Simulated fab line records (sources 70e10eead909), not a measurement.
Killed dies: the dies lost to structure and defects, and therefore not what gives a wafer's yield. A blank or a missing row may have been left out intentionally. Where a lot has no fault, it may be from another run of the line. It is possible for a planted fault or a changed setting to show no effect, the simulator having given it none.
Shared-tool check :: flow nand harc :: Sample size 4 lots and 10 wafers

THE REASON FOR OPENING IT
At NHARC_END_SORT_01 the reading killed at array is flagged on 2 of 4 lots. No-fault wafers: 59, standard deviation 20.
Rule: flag the lot when none of its wafers has a number, or when each of its wafers that has one lies beyond 4 standard deviations from that mean. As for the other lots, they are considered sound.

lot: L763
measured: day 29 07:23
on: prober-01
killed at array, wafer by wafer: 675 676 676
flag: FLAGGED

lot: L765
measured: day 29 21:09
on: prober-02
killed at array, wafer by wafer: 672 673 672
flag: FLAGGED

lot: L770
measured: day 32 19:56
on: prober-01
killed at array, wafer by wafer: 76
flag: 

lot: L771
measured: day 33 00:58
on: prober-02
killed at array, wafer by wafer: 39 42 40
flag: 
On average the flagged lots' numbers are 674, which is +615 against the usual, or +31 standard deviations.

TOOL THAT RAN EACH LOT
The record holds 4 process steps before the reading, out of a route of 1302 steps. Read each cell as the tool, then ch plus the chambers that the sampled wafers visited, then the start.
lot: L763
flag: FLAGGED
NHARC_A_CHANNEL_HOLE_D1_ETCH_26: har etch-02 ch 0,1, day 13 15:47
NHARC_A_CHANNEL_HOLE_D1_STRIP_27: rie diel-11 ch 0,1, day 14 15:02 or earlier
NHARC_A_CHANNEL_FILL_D1_ETCHBACK_20: rie diel-06 ch 0,1, day 14 15:02
NHARC_A_CHANNEL_FILL_D1_STRIP_29: rie diel-06 ch 0,1,2, day 29 07:23 or earlier

lot: L765
flag: FLAGGED
NHARC_A_CHANNEL_HOLE_D1_ETCH_26: har etch-01 ch 0,1, day 14 15:13
NHARC_A_CHANNEL_HOLE_D1_STRIP_27: rie diel-11 ch 0,2,3, day 15 18:29 or earlier
NHARC_A_CHANNEL_FILL_D1_ETCHBACK_20: rie diel-06 ch 1,2, day 15 18:29
NHARC_A_CHANNEL_FILL_D1_STRIP_29: rie diel-06 ch 0,1, day 29 21:09 or earlier

lot: L770
flag: 
NHARC_A_CHANNEL_HOLE_D1_ETCH_26: har etch-01 ch 0,1, day 16 17:04
NHARC_A_CHANNEL_HOLE_D1_STRIP_27: rie diel-11 ch 0,1,2, day 17 20:38 or earlier
NHARC_A_CHANNEL_FILL_D1_ETCHBACK_20: rie diel-03 ch 1,2,3, day 17 20:38
NHARC_A_CHANNEL_FILL_D1_STRIP_29: rie diel-06 ch 0,1,2, day 32 19:56 or earlier

lot: L771
flag: 
NHARC_A_CHANNEL_HOLE_D1_ETCH_26: har etch-01 ch 0,1, day 17 09:14
NHARC_A_CHANNEL_HOLE_D1_STRIP_27: rie diel-11 ch 0,2,3, day 18 11:27 or earlier
NHARC_A_CHANNEL_FILL_D1_ETCHBACK_20: rie diel-01 ch 0,1,3, day 18 11:27
NHARC_A_CHANNEL_FILL_D1_STRIP_29: rie diel-01 ch 0,2,3, day 33 00:58 or earlier
What the steps here do:
- NHARC_A_CHANNEL_HOLE_D1_ETCH_26: etches the open film in C4F8/O2/Ar, time 224.1 s, target depth 300 nm.
- NHARC_A_CHANNEL_HOLE_D1_STRIP_27: strips in O2.
- NHARC_A_CHANNEL_FILL_D1_ETCHBACK_20: etches the open film in C4F8/O2/Ar, target depth 27 nm, time 13.5 s.
- NHARC_A_CHANNEL_FILL_D1_STRIP_29: strips in O2, time 20 s.
- NHARC_END_SORT_01

FLAGGED AGAINST TOTAL, ONE TOOL AT A TIME (gauges that did the reading follow at the end)
step: NHARC_A_CHANNEL_HOLE_D1_ETCH_26
tool: har etch-01
lots run: 3
flagged: 1
share of the flagged lots: some
sound lots run after its first flagged lot: 2 (L770,L771)

step: NHARC_A_CHANNEL_HOLE_D1_ETCH_26
tool: har etch-02
lots run: 1
flagged: 1
share of the flagged lots: some
sound lots run after its first flagged lot: 0

step: NHARC_A_CHANNEL_HOLE_D1_STRIP_27
tool: rie diel-11
lots run: 4
flagged: 2
share of the flagged lots: all
sound lots run after its first flagged lot: 2 (L770,L771)

step: NHARC_A_CHANNEL_FILL_D1_ETCHBACK_20
tool: rie diel-01
lots run: 1
flagged: 0
share of the flagged lots: none
sound lots run after its first flagged lot: -

step: NHARC_A_CHANNEL_FILL_D1_ETCHBACK_20
tool: rie diel-03
lots run: 1
flagged: 0
share of the flagged lots: none
sound lots run after its first flagged lot: -

step: NHARC_A_CHANNEL_FILL_D1_ETCHBACK_20
tool: rie diel-06
lots run: 2
flagged: 2
share of the flagged lots: all
sound lots run after its first flagged lot: 0

step: NHARC_A_CHANNEL_FILL_D1_STRIP_29
tool: rie diel-01
lots run: 1
flagged: 0
share of the flagged lots: none
sound lots run after its first flagged lot: -

step: NHARC_A_CHANNEL_FILL_D1_STRIP_29
tool: rie diel-06
lots run: 3
flagged: 2
share of the flagged lots: all
sound lots run after its first flagged lot: 1 (L770)

step: NHARC_END_SORT_01
tool: prober-01
lots run: 2
flagged: 1
share of the flagged lots: some
sound lots run after its first flagged lot: 1 (L770)

step: NHARC_END_SORT_01
tool: prober-02
lots run: 2
flagged: 1
share of the flagged lots: some
sound lots run after its first flagged lot: 1 (L771)
NHARC_A_CHANNEL_HOLE_D1_STRIP_27: start missing for some lots; hours and lot order therefore follow NHARC_A_CHANNEL_FILL_D1_ETCHBACK_20. NHARC_A_CHANNEL_FILL_D1_STRIP_29: start missing for some lots; hours and lot order therefore follow NHARC_END_SORT_01.

WHAT IS ALLOWED BY THE TABLE
Rows of the table that ran every flagged lot, 3 in all: rie diel-11 at NHARC_A_CHANNEL_HOLE_D1_STRIP_27, rie diel-06 at NHARC_A_CHANNEL_FILL_D1_ETCHBACK_20, rie diel-06 at NHARC_A_CHANNEL_FILL_D1_STRIP_29.
- rie diel-11 at NHARC_A_CHANNEL_HOLE_D1_STRIP_27 ran 4 lots, 2 of them flagged. Lots that were sound ran on it after the first flagged one (L770, L771); a persistent fault on the entire tool would not allow that.
- rie diel-06 at NHARC_A_CHANNEL_FILL_D1_ETCHBACK_20 ran 2 lots, 2 of them flagged. With no sound lot run before its first flagged lot in this sample, there is nothing to narrow down the start.
- rie diel-06 at NHARC_A_CHANNEL_FILL_D1_STRIP_29 ran 3 lots, 2 of them flagged. Lots that were sound ran on it after the first flagged one (L770); a persistent fault on the entire tool would not allow that.
What remains is a single tool, rie diel-06 at NHARC_A_CHANNEL_FILL_D1_ETCHBACK_20.

WHAT THE SIMULATOR HAD INSERTED
At NHARC_A_CHANNEL_FILL_D1_ETCHBACK_20, the step was skipped entirely on rie diel-06 from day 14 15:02 on. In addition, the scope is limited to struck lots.
Shown lots that were struck: L763, L765. Same finding as the rule above.
